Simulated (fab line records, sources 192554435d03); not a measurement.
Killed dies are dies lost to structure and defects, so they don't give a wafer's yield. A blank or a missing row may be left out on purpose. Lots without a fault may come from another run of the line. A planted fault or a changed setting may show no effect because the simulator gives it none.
Split-lot experiment | flow n5_finfet | 7 lots, 21 wafers read, on a route of 1938 steps

THE SPLIT
At N5_PASSIVATION_SPUTTER_20 (material TaN, target thk 50 nm), the setting target_thk_a was moved away from the recipe's 500 angstrom on 7 of the 21 wafers read, by -7.2% to +10.5%. The other wafers ran this setting at the recipe's value.

The reading is taken at the split's own step.

THE READING
TaN_of_PASSIVATION_SPUTTER_20.thk_nm (the simulator's own value, which no gauge read), in nm, at N5_PASSIVATION_SPUTTER_20 (material TaN, target thk 50 nm). The file gives no usual value for it. The 14 wafers here that ran the recipe average 50.3 nm, standard deviation 0.43 nm.

wafer  | tool, chamber at the split | target_thk_a as run, angstrom | against the recipe | TaN_of_PASSIVATION_SPUTTER_20.thk_nm, nm | against lot-mates on the recipe
L078.1 | pvd_sputter-02, -          | 500                           | recipe             | 50                                       | -
L078.2 | pvd_sputter-02, -          | 500                           | recipe             | 49.6                                     | -
L078.4 | pvd_sputter-02, -          | 500                           | recipe             | 49.8                                     | -
L077.1 | pvd_sputter-02, -          | 500                           | recipe             | 49.8                                     | -
L077.5 | pvd_sputter-02, -          | 500                           | recipe             | 49.8                                     | -
L077.2 | pvd_sputter-02, -          | 552.6                         | +10.5%             | 55                                       | +5.2
L079.2 | pvd_sputter-01, -          | 500                           | recipe             | 50.4                                     | -
L079.5 | pvd_sputter-01, -          | 500                           | recipe             | 50.6                                     | -
L079.6 | pvd_sputter-01, -          | 548.6                         | +9.7%              | 55.4                                     | +4.9
L080.3 | pvd_sputter-02, -          | 500                           | recipe             | 50.2                                     | -
L080.4 | pvd_sputter-02, -          | 500                           | recipe             | 50.2                                     | -
L080.6 | pvd_sputter-02, -          | 500                           | recipe             | 50.6                                     | -
L085.2 | pvd_sputter-01, -          | 470.4                         | -5.9%              | 47.2                                     | no lot-mate on the recipe
L085.5 | pvd_sputter-01, -          | 470.4                         | -5.9%              | 47.2                                     | no lot-mate on the recipe
L085.6 | pvd_sputter-01, -          | 470.4                         | -5.9%              | 47.4                                     | no lot-mate on the recipe
L092.3 | pvd_sputter-01, -          | 500                           | recipe             | 50.6                                     | -
L092.4 | pvd_sputter-01, -          | 470.3                         | -5.9%              | 46.8                                     | -3.6
L092.6 | pvd_sputter-01, -          | 500                           | recipe             | 50.2                                     | -
L094.2 | pvd_sputter-03, -          | 464.2                         | -7.2%              | 47.4                                     | -3.6
L094.3 | pvd_sputter-03, -          | 500                           | recipe             | 51                                       | -
L094.6 | pvd_sputter-03, -          | 500                           | recipe             | 51                                       | -

THE FIT
A straight line over all 21 wafers: TaN_of_PASSIVATION_SPUTTER_20.thk_nm changes by +0.489 nm for each +1% of target_thk_a; r = +0.98; the points scatter about the line by 0.44 nm.
The same after taking each lot's own level away (the mean of its wafers on the recipe; 18 wafers): +0.514 nm for each +1%; r = +1.00; scatter 0.2 nm.
On that fit, the largest move of target_thk_a shifts the reading by 5.4 nm.
The lots' own levels span 49.80 to 51.00 nm, that is 2.8 times the standard deviation above.
So the lot-to-lot level changes the slope little: the two slopes agree.
Check: with one of the wafers moved furthest among these (+10.5%) left out of the fit, the line predicts +5.47 nm for it against its lot-mates. It came out at +5.2 nm against them.

OTHER SPLITS ON THESE WAFERS
These wafers also went through other splits before the reading. Each is held against what the fit with the lots' levels taken away leaves over:
other split on the same wafers | wafers away from the commonest value | r with TaN_of_PASSIVATION_SPUTTER_20.thk_nm (lot level and that fit taken away)
N5_BEOL_M15_SPUTTER_43 time_s  | 5                                    | -0.33
N5_MIM_BOT_ETCH_ETCH_04 time_s | 9                                    | -0.16

THE FILE'S OWN FIT
TaN_of_PASSIVATION_SPUTTER_20.thk_nm changes by +0.512 nm for each +1% of target_thk_a, r = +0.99.
